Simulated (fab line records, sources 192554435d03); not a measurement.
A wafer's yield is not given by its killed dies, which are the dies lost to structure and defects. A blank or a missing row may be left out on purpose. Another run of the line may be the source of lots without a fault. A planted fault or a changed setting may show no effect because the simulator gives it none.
fab line records ; flow n5_finfet
record: lots: 10; wafers: 23; last_day: 17
route steps=1938 shown PMOS_HMC_CHANNEL_EPI@89 FIN_SAQP@90 FIN_CUT@165 BEOL_M4@1111 PASSIVATION@1936
lots that met no fault: from a run of the same line without faults
start_h: hours from the record's first day to the start of the lot's first wafer shown ; wait_h: hours from the lot's prior step to this one ; " the same as in the row above ; L1.1+2: several wafers, shown together as one row ; - no value, or no start was given ; * or withheld: withheld ; < > ~ a bound
route shown NAME@n: names a module that has steps shown in the file, with the first one's number in the route ; usual: mean/standard deviation taken from wafers without a fault ; same: alike in all rows ; chamber/n: place in a boat ; sites: each site's reading ; _std_site: standard deviation of those values ; _edge_site: outer sites' mean less inner sites' ; radius_mm: for every site, how far away it sits from the centre of the wafer ; mask NAME#n: copy n ; behind: the most recent tool/chamber to have shaped the wafer ; hold: the reason the lot was held/the length of the hold in hours/how it ended ; device: transistor that didn't switch, given as n, p or np ; end of line: tests of these same wafers at the route's end ; a step with no rows: only its recipe ; killed: dies lost to structure and defects at the first sort, not the wafer's yield ; map: dies across one wafer; x = killed, . = not, _ = none there
set.NAME: the setting the step ran with; set.NAME@STEP: the setting that earlier step ran with ; model.NAME: the simulator's own value behind a step, which no gauge read
a sample of lots followed through the steps of the route, with each step as a table and each wafer as a row
services: a tool's chamber out of use, with start hour (start_h, from the record's first day; less than 0 if before it), hours out, and reason
== steps ==
step: N5_PMOS_HMC_CHANNEL_EPI_INSPECT_30
recipe: inspect_instrument: darkfield; mode: post_epi
usual: raw_defect_count: 19/5.5
lot.wafer;tool;chamber;start_h;wait_h;raw_defect_count
L786.1;defect_inspect-01;-;20.39;0.0;18
L786.4;defect_inspect-01;-;20.39;0.0;19
L787.4;defect_inspect-02;-;26.07;0.0;20
L787.6;defect_inspect-02;-;26.07;0.0;15
L788.2;defect_inspect-01;-;32.44;0.0;15
L788.5;defect_inspect-01;-;32.44;0.0;13
L791.2;defect_inspect-02;-;50.63;0.0;17
L791.3;defect_inspect-02;-;50.63;0.0;20
L791.6;defect_inspect-02;-;50.63;0.0;20
L796.3;defect_inspect-01;-;79.96;0.0;37
L796.6;defect_inspect-01;-;79.96;0.0;23
L799.3;defect_inspect-02;-;98.17;0.0;15
L799.5;defect_inspect-02;-;98.17;0.0;25
L799.6;defect_inspect-02;-;98.17;0.0;26
L804.1;defect_inspect-02;-;128.34;0.0;28
L804.4;defect_inspect-02;-;128.34;0.0;17
L804.6;defect_inspect-02;-;128.34;0.0;17
L807.5;defect_inspect-01;-;146.18;0.0;12
L807.6;defect_inspect-01;-;146.18;0.0;7
L808.5;defect_inspect-01;-;152.05;0.0;16
L808.6;defect_inspect-01;-;152.05;0.0;17
L809.2;defect_inspect-01;-;158.93;0.0;25
L809.5;defect_inspect-01;-;158.93;0.0;21
step: N5_FIN_SAQP_PRECLEAN_42
recipe: chemistry: O3/DIW; time_s: 60; temp_c: 22; o3_ppm: 10
lot.wafer;tool;chamber;start_h;wait_h
L786.1+4;wet_bench-02;2,3;20.42;0.0
L787.4+6;wet_bench-02;3,6;26.10;0.0
L788.2+5;wet_bench-05;7,3;32.47;0.0
L791.2+3+6;wet_bench-01;3,2,1;50.66;0.0
L796.3+6;wet_bench-01;0,7;79.98;0.0
L799.3+5+6;wet_bench-01;4,3,1;98.20;0.0
L804.1+4+6;wet_bench-01;5,7,6;128.37;0.0
L807.5+6;wet_bench-02;7,5;146.20;0.0
L808.5+6;wet_bench-05;4,1;152.08;0.0
L809.2+5;wet_bench-02;7,6;158.96;0.0
step: N5_FIN_SAQP_DENSIFY_62
recipe: temp_c: 700; time_s: 60; ambient: N2; idle_temp_c: 600; ramp_up_c_per_s: 150; ramp_down_c_per_s: 60; cool_to_c: 600
usual: lamp_power_pct: 9.84/0.056; lamp_zone_4_pct: 9.838/0.01; lamp_zone_7_pct: 10.266/0.011; wafer_temp_C_max: 703.3/0.71
lot.wafer;tool;chamber;start_h;wait_h;lamp_power_pct;lamp_zone_4_pct;lamp_zone_7_pct;wafer_temp_C_max
L786.1;rtp_anneal-02;0;20.75;0.2;9.85;9.838;10.259;703.4
L786.4;rtp_anneal-02;0;20.75;0.2;9.84;9.829;10.260;703.2
L787.4;rtp_anneal-02;0;26.67;0.4;9.84;9.830;10.294;703.5
L787.6;rtp_anneal-02;0;26.67;0.4;9.84;9.834;10.279;703.8
L788.2;rtp_anneal-02;0;32.91;0.3;9.91;9.837;10.267;703.0
L788.5;rtp_anneal-02;0;32.91;0.3;9.84;9.843;10.271;703.3
L791.2;rtp_anneal-01;0;51.92;0.2;9.82;9.838;10.259;702.9
L791.3;rtp_anneal-01;0;51.92;0.2;9.85;9.831;10.267;704.4
L791.6;rtp_anneal-01;0;51.92;0.2;9.92;9.834;10.255;703.0
L796.3;rtp_anneal-02;0;80.52;0.4;9.93;9.851;10.275;703.5
L796.6;rtp_anneal-02;0;80.52;0.4;9.77;9.844;10.259;704.4
L799.3;rtp_anneal-02;0;101.93;0.3;9.82;9.848;10.279;703.5
L799.5;rtp_anneal-02;0;101.93;0.3;9.75;9.839;10.261;704.7
L799.6;rtp_anneal-02;0;101.93;0.3;9.86;9.832;10.270;704.2
L804.1;rtp_anneal-02;0;128.66;0.1;9.84;9.845;10.278;703.1
L804.4;rtp_anneal-02;0;128.66;0.1;9.98;9.834;10.265;702.6
L804.6;rtp_anneal-02;0;128.66;0.1;9.92;9.840;10.268;704.4
L807.5;rtp_anneal-02;0;146.67;0.2;9.86;9.825;10.257;705.0
L807.6;rtp_anneal-02;0;146.67;0.2;9.88;9.825;10.262;703.3
L808.5;rtp_anneal-02;0;152.49;0.2;9.89;9.817;10.278;705.4
L808.6;rtp_anneal-02;0;152.49;0.2;9.90;9.830;10.267;702.9
L809.2;rtp_anneal-02;0;159.50;0.4;9.78;9.838;10.266;703.0
L809.5;rtp_anneal-02;0;159.50;0.4;9.80;9.844;10.278;702.8
step: N5_FIN_SAQP_INSPECT_18
recipe: mode: adi; inspect_instrument: brightfield
usual: raw_defect_count: 448/120
lot.wafer;tool;chamber;start_h;wait_h;raw_defect_count
L786.1;defect_inspect-02;-;21.80;0.0;426
L786.4;defect_inspect-02;-;21.80;0.0;444
L787.4;defect_inspect-01;-;27.51;0.0;570
L787.6;defect_inspect-01;-;27.51;0.0;414
L788.2;defect_inspect-02;-;34.20;0.0;468
L788.5;defect_inspect-02;-;34.20;0.0;411
L791.2;defect_inspect-02;-;52.95;0.0;290
L791.3;defect_inspect-02;-;52.95;0.0;258
L791.6;defect_inspect-02;-;52.95;0.0;226
L796.3;defect_inspect-02;-;81.40;0.0;299
L796.6;defect_inspect-02;-;81.40;0.0;310
L799.3;defect_inspect-01;-;102.81;0.0;902
L799.5;defect_inspect-01;-;102.81;0.0;1131
L799.6;defect_inspect-01;-;102.81;0.0;1020
L804.1;defect_inspect-02;-;129.72;0.0;977
L804.4;defect_inspect-02;-;129.72;0.0;1229
L804.6;defect_inspect-02;-;129.72;0.0;991
L807.5;defect_inspect-02;-;147.73;0.0;516
L807.6;defect_inspect-02;-;147.73;0.0;606
L808.5;defect_inspect-01;-;153.46;0.0;427
L808.6;defect_inspect-01;-;153.46;0.0;368
L809.2;defect_inspect-01;-;160.54;0.0;482
L809.5;defect_inspect-01;-;160.54;0.0;392
step: N5_FIN_SAQP_STRIP_55
recipe: chemistry: N2/H2; power_w: 500; temp_c: 40; pressure_mtorr: 50; rf_frequency_hz: 6e+07; overash_fraction: 0.3; bias_power_w: 28; h2_frac: 0.5; n2_flow_sccm: 300; h2_flow_sccm: 300
usual: drypump_motor_current_A: 5.6/0.42; oes_product_au: 0.78/0.097; rf_vpp_V: 121.9/1.5; showerhead_plenum_p_Torr: 3.39/0.071; throttle_valve_pct: 19.1/0.43
lot.wafer;tool;chamber;start_h;wait_h;drypump_motor_current_A;oes_product_au;rf_hours_counter_h;rf_vpp_V;showerhead_plenum_p_Torr;throttle_valve_pct
L786.1;rie_diel-05;2;22.54;0.1;5.3;0.81;64;120.6;3.43;19.2
L786.4;rie_diel-05;3;22.54;0.1;5.9;0.74;127;121.7;3.35;18.9
L787.4;rie_diel-04;0;27.92;0.1;4.8;0.92;17;123.4;3.39;18.1
L787.6;rie_diel-04;1;27.92;0.1;5.3;0.69;-;122.8;3.35;19.6
L788.2;rie_diel-05;2;34.68;0.1;5.3;0.80;68;120.1;3.43;19.2
L788.5;rie_diel-05;1;34.68;0.1;5.3;0.70;-;123.7;3.49;19.7
L791.2;rie_diel-04;2;53.57;0.1;5.5;0.69;241;120.5;3.33;19.4
L791.3;rie_diel-04;0;53.57;0.1;4.8;0.92;26;120.3;3.38;18.1
L791.6;rie_diel-04;2;53.57;0.1;5.5;0.68;-;123.4;3.33;19.4
L796.3;rie_diel-03;0;81.82;0.1;5.8;0.68;214;122.9;3.33;18.7
L796.6;rie_diel-03;1;81.82;0.1;6.3;0.87;-;122.5;3.42;18.9
L799.3;rie_diel-04;2;103.35;0.2;5.5;0.97;2;122.5;3.32;19.0
L799.5;rie_diel-04;2;103.35;0.2;5.5;0.99;-;121.5;3.32;19.0
L799.6;rie_diel-04;1;103.35;0.2;5.3;0.92;-;120.7;3.33;19.2
L804.1;rie_diel-03;2;130.26;0.2;5.3;0.70;214;120.9;3.45;18.8
L804.4;rie_diel-03;1;130.26;0.2;6.3;0.85;60;122.7;3.41;18.9
L804.6;rie_diel-03;3;130.26;0.2;5.5;0.98;-;123.4;3.45;19.4
L807.5;rie_diel-03;2;148.17;0.0;5.3;0.69;-;122.9;3.45;18.8
L807.6;rie_diel-03;1;148.17;0.0;6.4;0.85;-;121.6;3.41;18.9
L808.5;rie_diel-05;2;153.92;0.1;5.3;0.77;-;121.4;3.40;19.3
L808.6;rie_diel-05;3;153.92;0.1;5.8;0.72;-;121.4;3.33;19.0
L809.2;rie_diel-04;3;160.95;0.1;6.3;0.69;227;124.3;3.47;19.6
L809.5;rie_diel-04;2;160.95;0.1;5.5;0.90;-;120.4;3.31;19.1
step: N5_FIN_SAQP_INSPECT_40
recipe: inspect_instrument: brightfield; mode: aei
usual: raw_defect_count: 252/74
lot.wafer;tool;chamber;start_h;wait_h;raw_defect_count
L786.1;defect_inspect-01;-;27.74;0.0;186
L786.4;defect_inspect-01;-;27.74;0.0;138
L787.4;defect_inspect-02;-;33.40;0.0;236
L787.6;defect_inspect-02;-;33.40;0.0;297
L788.2;defect_inspect-02;-;39.48;0.0;350
L788.5;defect_inspect-02;-;39.48;0.0;357
L791.2;defect_inspect-02;-;57.84;0.0;188
L791.3;defect_inspect-02;-;57.84;0.0;211
L791.6;defect_inspect-02;-;57.84;0.0;164
L796.3;defect_inspect-02;-;85.62;0.0;158
L796.6;defect_inspect-02;-;85.62;0.0;215
L799.3;defect_inspect-01;-;108.81;0.0;831
L799.5;defect_inspect-01;-;108.81;0.0;863
L799.6;defect_inspect-01;-;108.81;0.0;860
L804.1;defect_inspect-02;-;135.96;0.0;721
L804.4;defect_inspect-02;-;135.96;0.0;845
L804.6;defect_inspect-02;-;135.96;0.0;800
L807.5;defect_inspect-02;-;152.73;0.0;364
L807.6;defect_inspect-02;-;152.73;0.0;347
L808.5;defect_inspect-02;-;157.65;0.0;264
L808.6;defect_inspect-02;-;157.65;0.0;199
L809.2;defect_inspect-01;-;166.13;0.0;344
L809.5;defect_inspect-01;-;166.13;0.0;238
step: N5_FIN_CUT_INSPECT_10
recipe: mode: adi; inspect_instrument: brightfield
usual: raw_defect_count: 46/13
lot.wafer;tool;chamber;start_h;wait_h;raw_defect_count
L786.1;defect_inspect-02;-;28.26;0.1;38
L786.4;defect_inspect-02;-;28.26;0.1;27
L787.4;defect_inspect-01;-;33.92;0.0;41
L787.6;defect_inspect-01;-;33.92;0.0;52
L788.2;defect_inspect-02;-;40.00;0.0;61
L788.5;defect_inspect-02;-;40.00;0.0;57
L791.2;defect_inspect-01;-;58.24;0.0;46
L791.3;defect_inspect-01;-;58.24;0.0;39
L791.6;defect_inspect-01;-;58.24;0.0;32
L796.3;defect_inspect-02;-;86.02;0.1;30
L796.6;defect_inspect-02;-;86.02;0.1;31
L799.3;defect_inspect-01;-;109.33;0.0;595
L799.5;defect_inspect-01;-;109.33;0.0;609
L799.6;defect_inspect-01;-;109.33;0.0;623
L804.1;defect_inspect-02;-;136.35;0.1;563
L804.4;defect_inspect-02;-;136.35;0.1;615
L804.6;defect_inspect-02;-;136.35;0.1;595
L807.5;defect_inspect-02;-;153.25;0.0;79
L807.6;defect_inspect-02;-;153.25;0.0;58
L808.5;defect_inspect-01;-;158.17;0.0;42
L808.6;defect_inspect-01;-;158.17;0.0;52
L809.2;defect_inspect-01;-;166.67;0.0;55
L809.5;defect_inspect-01;-;166.67;0.0;35
step: N5_BEOL_M4_RC_MEAS_101
usual: DIBL_N: 36.0/2; DIBL_P: 35.9/2.5; IOFF_N: 0.16/0.038; IOFF_P: 0.21/0.04; ION_N: 675/14; ION_P: 462/9.4; SS_N: 71.5/0.75; SS_P: 73.2/0.74; VT_N: 250/3.9; VT_P: -251/3.2
lot.wafer;tool;chamber;start_h;wait_h;DIBL_N[mV/V];DIBL_P[mV/V];IOFF_N[nA/um];IOFF_P[nA/um];ION_N[uA/um];ION_P[uA/um];SS_N[mV/dec];SS_P[mV/dec];VT_N[mV];VT_P[mV]
L787.4;prober-01;0;164.16;0.5;35.2;35.1;0.17;0.22;691;472;70.9;73.1;244;-245
L787.6;prober-01;0;164.16;0.5;36.8;35.2;0.21;0.22;694;466;71.7;73.5;242;-246
L786.1;prober-01;0;166.62;0.0;37.7;35.8;0.20;0.20;667;455;72.2;72.8;249;-252
L786.4;prober-01;0;166.62;0.0;36.3;33.6;0.16;0.16;675;452;71.1;72.4;250;-255
L788.2;prober-01;0;178.60;0.2;40.0;37.8;0.23;0.28;690;468;72.1;74.2;242;-246
L788.5;prober-01;0;178.60;0.2;32.6;30.3;0.12;0.18;679;474;69.8;72.2;249;-251
L791.2;prober-02;0;192.72;0.2;36.9;37.7;0.20;0.25;705;478;71.5;73.2;244;-246
L791.3;prober-02;0;192.72;0.2;37.0;39.5;0.18;0.28;681;474;71.4;74.4;249;-249
L791.6;prober-02;0;192.72;0.2;37.0;38.4;0.18;0.26;692;479;71.2;73.7;247;-248
L796.3;prober-02;0;229.54;0.3;35.7;36.2;0.15;0.21;659;460;71.7;73.8;252;-251
L796.6;prober-02;0;229.54;0.3;36.6;37.1;0.18;0.20;673;457;71.1;72.8;246;-251
L799.3;prober-01;0;243.21;0.3;37.8;37.0;0.22;0.23;678;454;72.3;73.3;245;-250
L799.5;prober-01;0;243.21;0.3;35.3;34.3;0.16;0.19;671;457;72.3;72.9;248;-249
L799.6;prober-01;0;243.21;0.3;35.9;37.3;0.17;0.24;665;459;71.3;73.5;249;-245
L804.1;prober-02;0;272.75;0.0;33.8;34.0;0.11;0.18;664;460;70.7;72.6;254;-251
L804.4;prober-02;0;272.75;0.0;41.3;42.8;0.28;0.35;705;482;72.3;74.6;240;-243
L804.6;prober-02;0;272.75;0.0;34.4;34.7;0.13;0.19;673;464;70.6;72.5;252;-252
L807.5;prober-01;0;296.35;0.6;36.6;36.4;0.14;0.22;661;458;71.7;73.2;253;-250
L807.6;prober-01;0;296.35;0.6;37.0;37.0;0.16;0.24;672;466;71.4;73.7;249;-249
L808.5;prober-01;0;301.39;0.6;34.7;35.0;0.12;0.17;664;460;71.2;72.7;254;-253
L808.6;prober-01;0;301.39;0.6;33.0;31.9;0.11;0.15;663;464;70.9;71.9;258;-256
L809.2;prober-01;0;311.46;0.2;38.3;37.2;0.19;0.21;689;465;72.3;74.2;249;-253
L809.5;prober-01;0;311.46;0.2;39.1;37.9;0.21;0.22;679;454;73.5;73.3;246;-250
step: N5_PASSIVATION_PROBE_49
usual: defect_limited_yield: 91.3/1.5; killed_at_M0_to_M3: 33/12; killed_at_M4_up: 15/5.2; killed_at_contacts: 12/5.1; killed_at_front_end: 39/11; killed_at_other: 5/3.6; killed_dies: 103/18; killed_open: 67/13; killed_short: 33/7.8; sort_bin_5_function: 5.1/0.96; sort_bin_6_memory: 3.2/0.71; sort_bin_8_speed: 0.01/0.063; sort_n_pass: 1077/18; sort_yield_pct: 91.3/1.5
same: gross_dies: 1180; killed_at_back_side: 0; sort_bin_4_leakage[%]: 0
lot.wafer;tool;chamber;start_h;wait_h;defect_limited_yield[%];killed_at_M0_to_M3;killed_at_M4_up;killed_at_contacts;killed_at_front_end;killed_at_other;killed_dies;killed_open;killed_short;sort_bin_5_function[%];sort_bin_6_memory[%];sort_bin_8_speed[%];sort_n_pass;sort_yield_pct[%]
L799.3;prober-02;-;348.89;0.1;84.1;20;23;5;132;8;188;60;35;9.9;3.6;0.08;991;84.0
L799.5;prober-02;-;348.99;0.2;79.4;20;15;6;190;12;243;59;42;11.0;4.8;0;937;79.4
L799.6;prober-02;-;349.04;0.3;82.0;22;15;9;164;2;212;58;36;11.8;3.5;0;968;82.0
L804.1;prober-01;-;383.32;0.1;84.9;33;10;8;126;1;178;52;26;9.7;3.0;0;1002;84.9
L804.4;prober-01;-;383.47;0.2;80.4;38;14;7;170;2;231;60;44;12.0;5.3;0;949;80.4
L804.6;prober-01;-;383.57;0.3;81.7;31;19;4;161;1;216;59;25;12.6;3.9;0;964;81.7
killed by level:class
L799.3 FIN_SAQP:unspecified=93 FIN_SAQP:geometric_particle:short=10 FIN_SAQP:geometric_particle:open=10 BEOL_M4:geometric_particle:open=10 BEOL_M0_SAQP:geometric_particle:open=9 STI_FIN_REVEAL:geometric_particle:open=9 BEOL_M4:geometric_particle:short=6 MOL_CONTACT_COAG:geometric_particle:open=4
L799.5 FIN_SAQP:unspecified=118 HKMG_FIN:area_etch=24 FIN_SAQP:geometric_particle:open=10 FIN_SAQP:geometric_particle:short=10 GATE_CUT:geometric_particle:short=9 BEOL_M4:geometric_particle:open=9 STI_FIN_REVEAL:geometric_particle:open=8 BEOL_M1:geometric_particle:open=7
L799.6 FIN_SAQP:unspecified=113 STI_FIN_REVEAL:geometric_particle:open=14 GATE_CUT:geometric_particle:short=10 FIN_SAQP:geometric_particle:short=9 MOL_CONTACT_COAG:geometric_particle:open=9 FIN_SAQP:geometric_particle:open=7 BEOL_M0_SAQP:geometric_particle:short=7 BEOL_M4:geometric_particle:open=7
L804.1 FIN_SAQP:unspecified=97 STI_FIN_REVEAL:geometric_particle:open=10 BEOL_M0_SAQP:geometric_particle:short=8 MOL_CONTACT_COAG:geometric_particle:open=6 BEOL_M0_SAQP:geometric_particle:open=5 BEOL_M3:geometric_particle:open=5 BEOL_M2:geometric_particle:open=5 FIN_SAQP:geometric_particle:short=4
L804.4 FIN_SAQP:unspecified=127 FIN_SAQP:geometric_particle:open=13 FIN_SAQP:geometric_particle:short=11 BEOL_M0_SAQP:geometric_particle:short=9 BEOL_M0_SAQP:geometric_particle:open=9 BEOL_M3:geometric_particle:open=8 BEOL_M5:geometric_particle:open=7 STI_FIN_REVEAL:geometric_particle:open=6
L804.6 FIN_SAQP:unspecified=131 BEOL_M0_SAQP:geometric_particle:open=10 FIN_SAQP:geometric_particle:open=9 FIN_SAQP:geometric_particle:short=9 BEOL_M3:geometric_particle:open=9 BEOL_M4:geometric_particle:open=7 BEOL_M5:geometric_particle:open=5 BEOL_M0_SAQP:geometric_particle:short=4
== services ==
tool;chamber;start_h;hours;kind
rtp_anneal-02;-;45.04;0.5;pm
rie_diel-04;1;46.17;-;clean
rie_diel-04;1;46.17;-;consumable_replace:focus_ring
rie_diel-04;1;46.17;16.0;scheduled_down
rie_diel-04;1;46.17;16.0;vent_cycle
rie_diel-05;0;63.64;5.0;repair
rie_diel-04;2;78.35;-;clean
rie_diel-04;2;78.35;-;consumable_replace:focus_ring
rie_diel-04;2;78.35;20.8;scheduled_down
rie_diel-04;2;78.35;20.8;vent_cycle
rie_diel-03;3;104.51;-;clean
rie_diel-03;3;104.51;-;consumable_replace:focus_ring
rie_diel-03;3;104.51;17.2;scheduled_down
rie_diel-03;3;104.51;17.2;vent_cycle
rie_diel-05;1;114.63;-;clean
rie_diel-05;1;114.63;-;consumable_replace:focus_ring
rie_diel-05;1;114.63;18.1;scheduled_down
rie_diel-05;1;114.63;18.1;vent_cycle
wet_bench-01;-;134.94;3.8;repair
rtp_anneal-02;-;141.32;4.7;pm
rie_diel-04;3;149.33;7.2;repair
== key ==
first_sign: step: N5_FIN_SAQP_INSPECT_18; reading: raw_defect_count; direction: up; sigmas: 4.9; usual: 448; struck: 1042
effect: step: N5_FIN_SAQP_INSPECT_40; reading: raw_defect_count; direction: up; sigmas: 7.6; usual: 252; struck: 820
effect: step: N5_FIN_CUT_INSPECT_10; reading: raw_defect_count; direction: up; sigmas: 44; usual: 46; struck: 600
effect: step: N5_PASSIVATION_PROBE_49; reading: killed_at_front_end; direction: up; sigmas: 10; usual: 39; struck: 157
more_kills_born_at: N5_FIN_SAQP_PRECLEAN_42@wet_bench-01: 679
met_at N5_FIN_SAQP_PRECLEAN_42
struck_lots L799,L804
baseline_loss: step: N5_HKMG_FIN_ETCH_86; wafers: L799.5
not_acting_at N5_PMOS_HMC_CHANNEL_EPI_INSPECT_30,N5_FIN_SAQP_DENSIFY_62,N5_FIN_SAQP_STRIP_55
onset_between 79.98 98.20
fault: kind: chamber_particle_source; tool: wet_bench-01; chamber: -; onset_h: 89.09; steps: N5_FIN_SAQP_PRECLEAN_42; rate_per_visit_cm2: 0.86596; end_h: 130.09
baseline_loss: these wafers lose ten dies or more at that step, a loss of the line's own and not of a fault; the sort's usual values leave them out
